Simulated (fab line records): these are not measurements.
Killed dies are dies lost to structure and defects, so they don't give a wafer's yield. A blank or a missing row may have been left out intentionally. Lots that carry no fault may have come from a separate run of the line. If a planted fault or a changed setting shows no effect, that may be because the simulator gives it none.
fab line records ; flow n5-finfet
record lots=15; wafers=43; last-day=18
route steps=1938 shown BEOL_M4@1105 BEOL_M5@1132
lots with no fault: from the same line, run without faults
start-h: the number of hours between the record's first day and the start of the first shown wafer of the lot ; wait-h: hours elapsed since this lot's preceding step ; " same as the row above ; L1.1+2: several wafers, shown together as one row ; - no value present, or no start provided ; * or withheld: withheld ; < > ~ a bound
route shown NAME@n: names a module that has steps shown in the file, with the first one's number in the route ; usual: mean/standard deviation of fault-free wafers ; same: alike in all rows ; chamber/n: place in a boat ; sites: readings site by site ; _std_site: the values' standard deviation ; _edge_site: the outer-site mean with the inner-site mean subtracted ; radius-mm: how far each site lies from the wafer's centre ; mask NAME#n: copy n ; behind: tool/chamber where the wafer was last shaped ; hold: the reason the lot was held/the length of the hold in hours/how it ended ; device: the transistor (n, p or np) that didn't switch ; end of line: the same wafers' tests at the end of the route ; for a step that has no rows: nothing shown but its recipe ; killed: dies that structure and defects cost at the first sort, which is not the same as the wafer's yield ; map: the dies of a wafer, with x for killed, . for not killed, _ for no die there
set.NAME: the setting the step ran with; set.NAME@STEP: the setting that earlier step ran with ; model.NAME: the simulator's own value behind a step, which no gauge read
steps of the route over a sample of lots; a table a step, a row a wafer
services: a tool's chamber out of use, with start hour (start-h, from the record's first day; less than 0 if before it), hours out, and reason
## steps
# step N5_BEOL_M4_PRE_CLEAN_60
# recipe gas=NH3/H2; time-s=15; temp-c=*; rf-power-w=300
# usual heater-power-outer-w=19/5.5; heater-power-w=84/6
lot.wafer;tool;chamber;start-h;wait-h;heater-power-outer-w;heater-power-w
L862.1;cvd-co-02;1;179.38;0.2;12;77
L862.4;cvd-co-02;1;179.38;0.2;12;75
L862.5;cvd-co-02;1;179.38;0.2;12;76
L863.3;cvd-co-01;2;182.40;0.0;17;76
L863.4;cvd-co-01;1;182.40;0.0;17;90
L863.6;cvd-co-01;2;182.40;0.0;18;77
L864.2;cvd-co-01;0;199.95;0.0;17;81
L864.3;cvd-co-01;2;199.95;0.0;17;76
L864.5;cvd-co-01;0;199.95;0.0;18;82
L866.1;cvd-co-02;1;200.18;0.0;12;74
L866.2;cvd-co-02;2;200.18;0.0;29;92
L866.6;cvd-co-02;1;200.18;0.0;12;75
L865.2;cvd-co-02;1;205.37;0.0;12;76
L865.3;cvd-co-02;0;205.37;0.0;20;87
L865.5;cvd-co-02;2;205.37;0.0;29;89
L871.4;cvd-co-01;0;229.33;0.1;18;81
L871.5;cvd-co-01;1;229.33;0.1;17;87
L872.2;cvd-co-01;0;234.47;0.0;18;83
L872.3;cvd-co-01;2;234.47;0.0;18;75
L872.4;cvd-co-01;0;234.47;0.0;18;82
L874.2;cvd-co-01;2;253.84;0.0;18;79
L874.4;cvd-co-01;2;253.84;0.0;18;75
L874.5;cvd-co-01;1;253.84;0.0;16;90
L875.2;cvd-co-02;0;256.92;0.0;20;89
L875.3;cvd-co-02;2;256.92;0.0;30;91
L875.6;cvd-co-02;0;256.92;0.0;20;88
L880.1;cvd-co-02;0;280.25;0.0;20;91
L880.4;cvd-co-02;0;280.25;0.0;20;91
L879.2;cvd-co-02;2;282.13;0.0;29;92
L879.4;cvd-co-02;1;282.13;0.0;13;76
L879.5;cvd-co-02;1;282.13;0.0;12;76
L882.2;cvd-co-01;0;287.81;0.0;18;79
L882.3;cvd-co-01;1;287.81;0.0;17;91
L882.6;cvd-co-01;0;287.81;0.0;18;80
L883.1;cvd-co-02;1;309.02;0.0;13;79
L883.3;cvd-co-02;2;309.02;0.0;29;91
L883.5;cvd-co-02;1;309.02;0.0;13;79
L884.1;cvd-co-02;0;309.33;0.0;20;88
L884.2;cvd-co-02;1;309.33;0.0;13;77
L884.5;cvd-co-02;1;309.33;0.0;13;78
L885.1;cvd-co-02;1;312.17;0.0;13;80
L885.2;cvd-co-02;2;312.17;0.0;30;92
L885.4;cvd-co-02;0;312.17;0.0;20;88
# step N5_BEOL_M4_DEP_57
# recipe material=SiCN; target-thk-a=80; temp-c=withheld; precursor=3MS/NH3; pressure-torr=3; rf-w=202; time-s=14
# usual showerhead-plenum-p-Torr=3.666/0.014; throttle-valve-pct=9.0/0.7
lot.wafer;tool;chamber;start-h;wait-h;showerhead-plenum-p-Torr;throttle-valve-pct
L862.1;pecvd-01;2;179.62;0.0;3.683;7.8
L862.4;pecvd-01;0;179.62;0.0;3.674;8.9
L862.5;pecvd-01;2;179.62;0.0;3.685;8.0
L863.3;pecvd-03;1;182.55;0.0;3.685;9.3
L863.4;pecvd-03;0;182.55;0.0;3.662;8.6
L863.6;pecvd-03;2;182.55;0.0;3.644;8.6
L864.2;pecvd-03;2;200.11;0.0;3.650;8.9
L864.3;pecvd-03;1;200.11;0.0;3.683;9.3
L864.5;pecvd-03;2;200.11;0.0;3.651;8.9
L866.1;pecvd-01;1;200.33;0.0;3.655;8.5
L866.2;pecvd-01;2;200.33;0.0;3.690;8.1
L866.6;pecvd-01;2;200.33;0.0;3.688;7.9
L865.2;pecvd-01;1;205.53;0.0;3.647;8.8
L865.3;pecvd-01;2;205.53;0.0;3.677;8.0
L865.5;pecvd-01;2;205.53;0.0;3.694;7.8
L871.4;pecvd-04;0;229.50;0.0;3.655;9.6
L871.5;pecvd-04;0;229.50;0.0;3.666;9.7
L872.2;pecvd-04;1;234.62;0.0;3.668;10.4
L872.3;pecvd-04;2;234.62;0.0;3.662;8.2
L872.4;pecvd-04;1;234.62;0.0;3.659;10.2
L874.2;pecvd-01;1;254.01;0.0;3.651;8.9
L874.4;pecvd-01;1;254.01;0.0;3.647;8.7
L874.5;pecvd-01;0;254.01;0.0;3.666;8.7
L875.2;pecvd-03;1;257.09;0.0;3.677;9.2
L875.3;pecvd-03;1;257.09;0.0;3.685;9.6
L875.6;pecvd-03;1;257.09;0.0;3.688;9.3
L880.1;pecvd-01;1;280.44;0.0;3.652;8.5
L880.4;pecvd-01;2;280.44;0.0;3.692;8.1
L879.2;pecvd-01;2;282.34;0.0;3.690;8.0
L879.4;pecvd-01;0;282.34;0.0;3.666;8.9
L879.5;pecvd-01;1;282.34;0.0;3.649;8.4
L882.2;pecvd-03;2;287.97;0.0;3.648;8.3
L882.3;pecvd-03;0;287.97;0.0;3.667;8.9
L882.6;pecvd-03;2;287.97;0.0;3.660;8.3
L883.1;pecvd-04;2;309.18;0.0;3.652;8.4
L883.3;pecvd-04;1;309.18;0.0;3.670;10.3
L883.5;pecvd-04;1;309.18;0.0;3.668;10.4
L884.1;pecvd-04;2;309.50;0.0;3.650;8.4
L884.2;pecvd-04;0;309.50;0.0;3.662;9.5
L884.5;pecvd-04;0;309.50;0.0;3.657;9.3
L885.1;pecvd-04;1;312.33;0.0;3.668;10.4
L885.2;pecvd-04;0;312.33;0.0;3.666;9.5
L885.4;pecvd-04;1;312.33;0.0;3.668;10.3
# step N5_BEOL_M4_RS_MEAS_58
# recipe thk-meas-gauge=four-point-probe; reads=Co_of_BEOL_M4_CO_CAP_55+Cu_of_BEOL_M4_ECD_50+Co_of_BEOL_M4_CVD_47+TaN_of_BEOL_M4_ALD_84
# usual M4_RS=0.67/0.034
lot.wafer;tool;chamber;start-h;wait-h;M4_RS[ohm/sq]
L862.1;film-metro-02;-;179.70;0.1;0.66
L862.4;film-metro-02;-;179.70;0.1;0.72
L862.5;film-metro-02;-;179.70;0.1;0.69
L863.3;film-metro-02;-;182.62;0.1;0.64
L863.4;film-metro-02;-;182.62;0.1;0.68
L863.6;film-metro-02;-;182.62;0.1;0.68
L864.2;film-metro-02;-;200.17;0.1;0.73
L864.3;film-metro-02;-;200.17;0.1;0.68
L864.5;film-metro-02;-;200.17;0.1;0.69
L866.1;film-metro-01;-;200.42;0.1;0.72
L866.2;film-metro-01;-;200.42;0.1;0.64
L866.6;film-metro-01;-;200.42;0.1;0.66
L865.2;film-metro-02;-;205.59;0.1;0.70
L865.3;film-metro-02;-;205.59;0.1;0.70
L865.5;film-metro-02;-;205.59;0.1;0.66
L871.4;film-metro-02;-;229.57;0.1;0.64
L871.5;film-metro-02;-;229.57;0.1;0.67
L872.2;film-metro-01;-;234.69;0.1;0.67
L872.3;film-metro-01;-;234.69;0.1;0.70
L872.4;film-metro-01;-;234.69;0.1;0.63
L874.2;film-metro-02;-;254.09;0.1;0.68
L874.4;film-metro-02;-;254.09;0.1;0.71
L874.5;film-metro-02;-;254.09;0.1;0.68
L875.2;film-metro-02;-;257.17;0.1;0.68
L875.3;film-metro-02;-;257.17;0.1;0.60
L875.6;film-metro-02;-;257.17;0.1;0.68
L880.1;film-metro-02;-;280.51;0.0;0.66
L880.4;film-metro-02;-;280.51;0.0;0.62
L879.2;film-metro-01;-;282.40;0.1;0.70
L879.4;film-metro-01;-;282.40;0.1;0.65
L879.5;film-metro-01;-;282.40;0.1;0.67
L882.2;film-metro-02;-;288.04;0.1;0.70
L882.3;film-metro-02;-;288.04;0.1;0.72
L882.6;film-metro-02;-;288.04;0.1;0.71
L883.1;film-metro-01;-;309.24;0.0;0.67
L883.3;film-metro-01;-;309.24;0.0;0.63
L883.5;film-metro-01;-;309.24;0.0;0.64
L884.1;film-metro-02;-;309.57;0.0;0.63
L884.2;film-metro-02;-;309.57;0.0;0.63
L884.5;film-metro-02;-;309.57;0.0;0.65
L885.1;film-metro-01;-;312.40;0.0;0.66
L885.2;film-metro-01;-;312.40;0.0;0.64
L885.4;film-metro-01;-;312.40;0.0;0.67
# step N5_BEOL_M5_ETCH_62
# recipe chemistry=N2/H2; target=SOC; target-depth-a=750; overetch-a=150; mask-material=SiARC; temp-c=40; time-s=112.5; ion-energy-ev=200; pressure-mtorr=30; source-w=840; bias-w=150; n2-flow-sccm=200; h2-flow-sccm=200
# usual bias-w=150.0/0.44; chamber-pressure-mTorr=30.006/0.025; drypump-motor-current-A=5.8/0.3; n2-flow-sccm=200.1/0.59; oes-product-au=0.60/0.043; rf-vpp-V=523.7/2.6; showerhead-plenum-p-Torr=2.54/0.085; throttle-valve-pct=17.87/0.25
lot.wafer;tool;chamber;start-h;wait-h;bias-w;chamber-pressure-mTorr;drypump-motor-current-A;n2-flow-sccm;oes-product-au;rf-hours-counter-h;rf-vpp-V;showerhead-plenum-p-Torr;throttle-valve-pct
L862.1;rie-diel-04;0;183.03;0.0;149.3;30.009;5.7;201.5;0.63;105;524.2;2.54;17.64
L862.4;rie-diel-04;2;183.03;0.0;149.4;30.014;6.1;199.6;0.55;214;519.4;2.43;18.02
L862.5;rie-diel-04;0;183.03;0.0;149.6;30.027;5.7;200.9;0.62;-;524.4;2.54;17.65
L863.3;rie-diel-01;1;186.99;0.0;151.3;30.014;5.9;199.5;0.57;195;520.9;2.44;18.20
L863.4;rie-diel-01;0;186.99;0.0;150.7;30.014;5.8;200.7;0.68;53;525.9;2.59;17.57
L863.6;rie-diel-01;0;186.99;0.0;150.2;29.993;5.8;200.7;0.68;-;524.5;2.59;17.58
L864.2;rie-diel-03;1;204.56;0.0;149.7;30.014;5.4;201.1;0.63;112;523.7;2.54;17.54
L864.3;rie-diel-03;0;204.56;0.0;150.5;29.992;5.7;199.1;0.69;51;527.4;2.69;18.00
L864.5;rie-diel-03;2;204.56;0.0;150.2;29.931;5.6;200.0;0.60;-;525.6;2.63;18.04
L866.1;rie-diel-04;2;204.70;0.0;150.9;30.040;6.0;199.8;0.55;221;518.8;2.42;18.02
L866.2;rie-diel-04;1;204.70;0.0;150.2;30.023;5.7;199.4;0.67;67;520.9;2.46;17.47
L866.6;rie-diel-04;1;204.70;0.0;150.7;30.007;5.7;199.6;0.68;-;521.1;2.46;17.45
L865.2;rie-diel-03;2;210.24;0.0;149.9;29.987;5.6;200.8;0.60;156;527.5;2.63;18.04
L865.3;rie-diel-03;0;210.24;0.0;150.2;30.060;5.8;199.7;0.68;52;528.1;2.69;17.99
L865.5;rie-diel-03;0;210.24;0.0;150.3;29.999;5.7;200.1;0.68;-;527.3;2.69;18.00
L871.4;rie-diel-01;2;233.95;0.0;150.0;30.073;6.4;198.8;0.57;191;526.8;2.62;17.84
L871.5;rie-diel-01;3;233.95;0.0;150.0;29.959;5.7;200.9;0.61;-;520.6;2.43;17.99
L872.2;rie-diel-03;3;238.73;0.0;-;-;-;-;-;-;-;-;-
L872.3;rie-diel-03;1;238.73;0.0;-;-;-;-;-;-;-;-;-
L872.4;rie-diel-03;0;238.73;0.0;-;-;-;-;-;-;-;-;-
L874.2;rie-diel-03;0;258.86;0.0;-;-;-;-;-;-;-;-;-
L874.4;rie-diel-03;3;258.86;0.0;-;-;-;-;-;-;-;-;-
L874.5;rie-diel-03;0;258.86;0.0;-;-;-;-;-;-;-;-;-
L875.2;rie-diel-01;1;259.73;0.0;-;-;-;-;-;-;-;-;-
L875.3;rie-diel-01;2;259.73;0.0;-;-;-;-;-;-;-;-;-
L875.6;rie-diel-01;2;259.73;0.0;-;-;-;-;-;-;-;-;-
L880.1;rie-diel-03;1;285.54;0.0;150.0;30.009;5.4;201.0;0.62;136;523.4;2.53;17.59
L880.4;rie-diel-03;0;285.54;0.0;149.9;30.029;5.7;200.5;0.65;76;527.3;2.68;18.04
L879.2;rie-diel-01;3;286.94;0.0;150.3;30.058;5.7;200.0;0.59;171;520.9;2.42;18.00
L879.4;rie-diel-01;0;286.94;0.0;149.8;30.013;5.8;199.6;0.65;83;524.2;2.58;17.62
L879.5;rie-diel-01;3;286.94;0.0;150.2;30.007;5.7;200.6;0.59;-;519.7;2.42;18.01
L882.2;rie-diel-01;2;291.63;0.0;150.3;30.077;6.4;200.1;0.56;209;527.1;2.62;17.87
L882.3;rie-diel-01;0;291.63;0.0;149.9;29.986;5.8;199.1;0.65;84;525.1;2.58;17.62
L882.6;rie-diel-01;1;291.63;0.0;149.8;29.999;5.9;200.2;0.56;-;518.6;2.43;18.27
L884.1;rie-diel-01;1;312.22;0.0;149.6;29.986;5.9;200.7;0.55;232;518.9;2.43;18.27
L884.2;rie-diel-01;3;312.22;0.0;149.5;30.002;5.7;199.8;0.59;179;519.7;2.42;18.01
L884.5;rie-diel-01;3;312.22;0.0;149.7;30.005;5.7;199.8;0.59;-;521.5;2.42;18.02
L883.1;rie-diel-03;1;312.42;0.0;150.2;29.995;5.4;200.6;0.61;147;524.7;2.53;17.61
L883.3;rie-diel-03;0;312.42;0.0;150.0;30.010;5.7;199.1;0.64;87;528.1;2.67;18.06
L883.5;rie-diel-03;1;312.42;0.0;150.2;30.059;5.3;199.6;0.61;-;523.8;2.53;17.62
L885.1;rie-diel-01;3;315.39;0.0;150.7;30.014;5.7;199.9;0.58;180;521.4;2.42;18.01
L885.2;rie-diel-01;0;315.39;0.0;150.0;30.011;5.8;199.8;0.64;93;523.8;2.58;17.64
L885.4;rie-diel-01;2;315.39;0.0;150.5;30.013;6.4;200.5;0.57;216;527.4;2.61;17.87
# step N5_BEOL_M5_HM_OPEN_17
# recipe chemistry=Cl2/BCl3; target-depth-a=200; overetch-a=60; target=TiN; mask-material=SOC; ion-energy-ev=150; pressure-mtorr=10; icp-w=1000; bias-w=126; Cl2_flow_sccm=53.25; bcl3-flow-sccm=21.75; Ar_flow_sccm=25
# usual drypump-motor-current-A=5.6/0.44; mfc-ar-sccm=25.00/0.071; mfc-cl2-sccm=53.26/0.17; oes-product-au=0.67/0.079; throttle-valve-pct=22.01/0.26
lot.wafer;tool;chamber;start-h;wait-h;drypump-motor-current-A;mfc-ar-sccm;mfc-cl2-sccm;oes-product-au;rf-hours-counter-h;throttle-valve-pct
L862.1;rie-metal-02;0;183.20;0.0;5.5;24.99;53.21;0.70;29;22.50
L862.4;rie-metal-02;1;183.20;0.0;6.6;25.00;53.15;0.85;-;21.93
L862.5;rie-metal-02;0;183.20;0.0;5.5;24.97;53.37;0.71;-;22.50
L863.3;rie-metal-01;0;187.19;0.1;5.0;25.13;53.00;0.76;-;22.14
L863.4;rie-metal-01;1;187.19;0.1;5.7;24.99;53.28;0.77;-;21.93
L863.6;rie-metal-01;1;187.19;0.1;5.7;25.14;53.39;0.77;-;21.92
L864.2;rie-metal-02;0;204.73;0.0;5.6;24.97;53.44;0.70;31;22.52
L864.3;rie-metal-02;0;204.73;0.0;5.6;25.03;53.41;0.70;-;22.49
L864.5;rie-metal-02;1;204.73;0.0;6.6;25.04;53.46;0.82;-;21.95
L866.1;rie-metal-03;0;204.86;0.0;5.3;24.90;53.33;0.59;72;21.99
L866.2;rie-metal-03;1;204.86;0.0;5.6;24.96;53.05;0.62;67;21.66
L866.6;rie-metal-03;0;204.86;0.0;5.3;24.96;53.52;0.60;-;22.00
L865.2;rie-metal-01;0;210.40;0.0;5.0;25.02;53.33;0.75;9;22.15
L865.3;rie-metal-01;0;210.40;0.0;5.0;25.01;53.11;0.77;-;22.13
L865.5;rie-metal-01;1;210.40;0.0;5.7;25.07;53.22;0.77;-;21.93
L871.4;rie-metal-03;0;234.15;0.1;5.3;24.98;53.23;0.58;-;21.99
L871.5;rie-metal-03;1;234.15;0.1;5.6;25.01;53.26;0.61;-;21.66
L872.2;rie-metal-02;1;238.90;0.0;6.5;24.97;53.12;0.35;5;22.59
L872.3;rie-metal-02;0;238.90;0.0;5.6;25.01;53.35;0.31;-;23.15
L872.4;rie-metal-02;1;238.90;0.0;6.5;25.03;53.25;0.35;-;22.60
L874.2;rie-metal-03;0;259.03;0.0;5.3;24.93;53.36;0.26;77;22.65
L874.4;rie-metal-03;0;259.03;0.0;5.3;25.13;53.17;0.25;-;22.64
L874.5;rie-metal-03;0;259.03;0.0;5.3;25.02;53.36;0.26;-;22.64
L875.2;rie-metal-03;0;259.90;0.0;5.3;25.06;53.06;0.26;77;22.64
L875.3;rie-metal-03;1;259.90;0.0;5.6;25.13;53.17;0.27;-;22.32
L875.6;rie-metal-03;0;259.90;0.0;5.3;24.94;53.29;0.26;-;22.66
L880.1;rie-metal-02;1;285.71;0.0;6.5;24.89;53.70;0.78;9;21.92
L880.4;rie-metal-02;1;285.71;0.0;6.5;24.98;53.29;0.79;-;21.95
L879.2;rie-metal-01;0;287.11;0.0;5.0;25.01;53.50;0.73;16;22.16
L879.4;rie-metal-01;0;287.11;0.0;5.0;25.07;53.28;0.72;-;22.16
L879.5;rie-metal-01;0;287.11;0.0;5.0;25.04;53.17;0.72;-;22.16
L882.2;rie-metal-03;1;291.80;0.0;5.6;24.99;52.86;0.60;75;21.70
L882.3;rie-metal-03;0;291.80;0.0;5.3;25.07;53.24;0.58;-;22.02
L882.6;rie-metal-03;1;291.80;0.0;5.6;25.07;53.16;0.60;-;21.69
L884.1;rie-metal-01;0;312.39;0.0;5.0;24.94;53.23;0.70;19;22.18
L884.2;rie-metal-01;1;312.39;0.0;5.7;25.01;53.41;0.72;22;21.97
L884.5;rie-metal-01;0;312.39;0.0;5.0;24.98;53.35;0.71;-;22.18
L883.1;rie-metal-01;0;312.59;0.0;5.0;24.99;53.15;0.71;19;22.18
L883.3;rie-metal-01;0;312.59;0.0;5.0;24.98;53.05;0.71;-;22.15
L883.5;rie-metal-01;1;312.59;0.0;5.7;25.09;53.00;0.72;-;21.97
L885.1;rie-metal-01;0;317.49;0.0;5.0;24.98;53.44;0.72;20;22.17
L885.2;rie-metal-01;1;317.49;0.0;5.7;24.99;53.01;0.72;23;21.95
L885.4;rie-metal-01;0;317.49;0.0;5.0;24.87;53.27;0.72;-;22.17
# step N5_BEOL_M5_CD_MEAS_18
# recipe pitch-nm=56; target-cd-nm=28
# usual cd-nm=28.1/0.43
lot.wafer;tool;chamber;start-h;wait-h;cd-nm
L862.1;cd-sem-02;-;183.43;0.0;27.5
L862.4;cd-sem-02;-;183.43;0.0;28.2
L862.5;cd-sem-02;-;183.43;0.0;27.7
L863.3;cd-sem-01;-;187.35;0.1;28.3
L863.4;cd-sem-01;-;187.35;0.1;28.5
L863.6;cd-sem-01;-;187.35;0.1;28.5
L864.2;cd-sem-02;-;204.91;0.1;28.2
L864.3;cd-sem-02;-;204.91;0.1;28.8
L864.5;cd-sem-02;-;204.91;0.1;27.7
L866.1;cd-sem-01;-;205.04;0.0;28.1
L866.2;cd-sem-01;-;205.04;0.0;28.7
L866.6;cd-sem-01;-;205.04;0.0;28.5
L865.2;cd-sem-03;-;210.59;0.1;28.4
L865.3;cd-sem-03;-;210.59;0.1;29.1
L865.5;cd-sem-03;-;210.59;0.1;28.5
L871.4;cd-sem-01;-;234.31;0.1;28.2
L871.5;cd-sem-01;-;234.31;0.1;28.3
L872.2;cd-sem-02;-;239.21;0.1;-
L872.3;cd-sem-02;-;239.21;0.1;-
L872.4;cd-sem-02;-;239.21;0.1;-
L874.2;cd-sem-02;-;259.22;0.1;-
L874.4;cd-sem-02;-;259.22;0.1;-
L874.5;cd-sem-02;-;259.22;0.1;-
L875.2;cd-sem-02;-;260.08;0.1;-
L875.3;cd-sem-02;-;260.08;0.1;-
L875.6;cd-sem-02;-;260.08;0.1;-
L880.1;cd-sem-02;-;286.02;0.0;28.2
L880.4;cd-sem-02;-;286.02;0.0;28.1
L879.2;cd-sem-01;-;287.29;0.1;27.8
L879.4;cd-sem-01;-;287.29;0.1;28.4
L879.5;cd-sem-01;-;287.29;0.1;27.9
L882.2;cd-sem-02;-;291.98;0.1;28.4
L882.3;cd-sem-02;-;291.98;0.1;28.4
L882.6;cd-sem-02;-;291.98;0.1;28.1
L884.1;cd-sem-03;-;312.74;0.0;28.2
L884.2;cd-sem-03;-;312.74;0.0;27.6
L884.5;cd-sem-03;-;312.74;0.0;28.6
L883.1;cd-sem-03;-;312.79;0.1;28.3
L883.3;cd-sem-03;-;312.79;0.1;28.8
L883.5;cd-sem-03;-;312.79;0.1;28.6
L885.1;cd-sem-01;-;317.88;0.0;28.2
L885.2;cd-sem-01;-;317.88;0.0;27.8
L885.4;cd-sem-01;-;317.88;0.0;28.1
## services
tool;chamber;start-h;hours;kind
pecvd-01;-;161.94;0.6;repair
pecvd-04;-;162.24;0.8;repair
rie-diel-04;2;163.49;3.9;repair
cvd-co-02;-;164.73;2.8;pm
cvd-co-02;0;176.20;9.3;repair
pecvd-04;0;198.47;5.0;repair
rie-metal-02;-;198.86;2.8;pm
rie-diel-01;-;207.15;2.3;repair
pecvd-01;-;222.27;2.8;pm
pecvd-03;-;228.10;5.5;pm
rie-diel-01;-;229.78;2.5;repair
cvd-co-02;-;236.57;0.5;repair
pecvd-01;0;237.40;3.7;repair
pecvd-01;2;250.46;9.1;repair
rie-diel-03;-;262.64;0.5;repair
cvd-co-02;-;263.49;0.8;repair
rie-metal-03;-;272.79;0.3;repair
rie-diel-04;0;289.58;7.4;repair
rie-diel-03;3;292.15;-;clean
rie-diel-03;3;292.15;-;consumable-replace:focus-ring
rie-diel-03;3;292.15;28.0;scheduled-down
rie-diel-03;3;292.15;28.0;vent-cycle
rie-metal-02;-;297.91;1.1;repair
rie-diel-04;2;306.17;5.3;repair
## key
first-sign step=N5_BEOL_M5_ETCH_62; reading=tool-record; direction=missing
effect step=N5_BEOL_M5_HM_OPEN_17; reading=oes-product-au; direction=down; sigmas=5; usual=0.67; struck=0.28
effect step=N5_BEOL_M5_CD_MEAS_18; reading=cd-nm; direction=missing
met-at N5_BEOL_M5_ETCH_62
struck-lots L872,L874,L875
later-rows-left-out L872.2,L872.3,L872.4,L874.2,L874.4,L874.5,L875.2,L875.3,L875.6
sort-left-out L872.2,L872.3,L872.4,L874.2,L874.4,L874.5,L875.2,L875.3,L875.6
not-acting-at N5_BEOL_M4_PRE_CLEAN_60,N5_BEOL_M4_DEP_57,N5_BEOL_M4_RS_MEAS_58
onset-between 233.95 238.73
fault kind=skipped-step-whole; tool=rie-diel-01,rie-diel-03; chamber=-; onset-h=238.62; steps=N5_BEOL_M5_ETCH_62; scope=struck-lots-only
# sort-left-out: the simulated sort isn't trusted on such a fault, so these wafers' sort isn't shown, and their yield isn't known
# later-rows-left-out: the simulator's readings of these wafers behind a module that went badly wrong aren't trusted and aren't shown, but for the sort
